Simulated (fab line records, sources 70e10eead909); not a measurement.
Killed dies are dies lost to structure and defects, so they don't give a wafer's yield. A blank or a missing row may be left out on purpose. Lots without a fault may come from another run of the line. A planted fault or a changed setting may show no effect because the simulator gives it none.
Problem report in the 8D (eight disciplines) form, filled by code | flow nand_harc | the parts of the form that need people (team, actions taken, sign-off) are left out

1. THE PROBLEM
thk_nm at NHARC_A_ONON_D1_THK_MEAS_18 reads a mean of 941 nm on 1 wafer of 1 lot; wafers without a fault read 998 nm with a standard deviation of 10. That is -5.7 standard deviations from the usual mean.
The step: measures by ellipsometry.
First seen on wafer L330.5, day 12 04:06, on film_metro-02. The record holds 38 wafers of 13 lots with a number at this step. Rule for "out", or "out of limits": more than 4 standard deviations from the usual mean. The other wafers with a number count as sound.

2. WHAT IT IS AND WHAT IT IS NOT
question                    | is                | is not
which readings at this step | thk_nm            | -
which lots                  | L330              | L314, L315, L318, L319, L320, L321, L322, L323, L324, L335, L336, L337
which wafers of those lots  | L330.5            | L330.1
read on which gauges        | film_metro-02     | film_metro-01
when                        | from day 12 04:06 | up to then (28 sound wafers); but 9 sound wafers of L335, L336, L337 came after

3. SUSPECTS, AND WHAT RULES EACH OUT
Counting: a tool at a process step up to the reading stays a suspect if it ran every lot that is out. Sound lots after the first of them don't rule it out here, since some wafers of a struck lot are sound.
- the gauge at NHARC_A_ONON_D1_THK_MEAS_18: ruled out. All the wafers that are out were read on film_metro-02, but those of them that NHARC_END_SORT_01 has rows for are out there too, on other tools.
- rie_diel-13 at NHARC_P_BONDPAD_DESCUM_11 (chemistry O2, time 3 s): kept. It ran the lot that is out, L330 (day 10 17:40); its last sound lot up to then is L323 (day 8 16:07).
- rie_diel-13 at NHARC_P_BONDPAD_STRIP_15 (strips in O2): kept. It ran the lot that is out, L330 (day 10 18:03); its last sound lot up to then is L323 (day 8 16:34).
- pecvd_onon-03 at NHARC_A_ONON_D1_DEP_16 (target thk 1000 nm): kept. It ran the lot that is out, L330 (day 12 03:35); its last sound lot up to then is L324 (day 10 05:52).
- Within rie_diel-13 at NHARC_P_BONDPAD_DESCUM_11: the wafers that are out ran in chamber 2; their sound lot-mates ran in chamber 1.
Left after counting: rie_diel-13 at NHARC_P_BONDPAD_DESCUM_11, rie_diel-13 at NHARC_P_BONDPAD_STRIP_15, pecvd_onon-03 at NHARC_A_ONON_D1_DEP_16.

4. THE CAUSE (what the simulator had put in)
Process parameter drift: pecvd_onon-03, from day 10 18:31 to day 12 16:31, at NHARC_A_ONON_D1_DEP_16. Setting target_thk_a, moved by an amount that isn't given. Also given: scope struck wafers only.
Counting left 3 suspects, and this tool is among them.

5. THE CHAIN OF EFFECTS, in route order
Each row: a reading whose mean over the struck wafers that have a number lies more than 3 standard deviations from the usual. Only readings for which the record gives a usual standard deviation are gone through. hours: the time from each lot's start at the first step in this table that gives one to its start at this step, as a median over the lots. sigmas: the change in usual standard deviations.
hours | step                        | reading         | usual  | on struck wafers | change | sigmas
0     | NHARC_A_ONON_D1_THK_MEAS_18 | thk_nm          | 998 nm | 941              | -57    | -5.7
283   | NHARC_END_SORT_01           | killed_at_array | 29     | 669              | +640   | +49
283   | NHARC_END_SORT_01           | killed_dies     | 33     | 677              | +644   | +50

6. WHAT WOULD HAVE CAUGHT IT SOONER
In this record the first reading out of limits at a measuring or inspecting step was taken at day 12 04:06, 34 hours after the fault began at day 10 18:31.
All the lots that are out (1) had begun NHARC_A_ONON_D1_DEP_16 on pecvd_onon-03 by day 12 04:06. A hold on the tool at that time would have spared none of them.
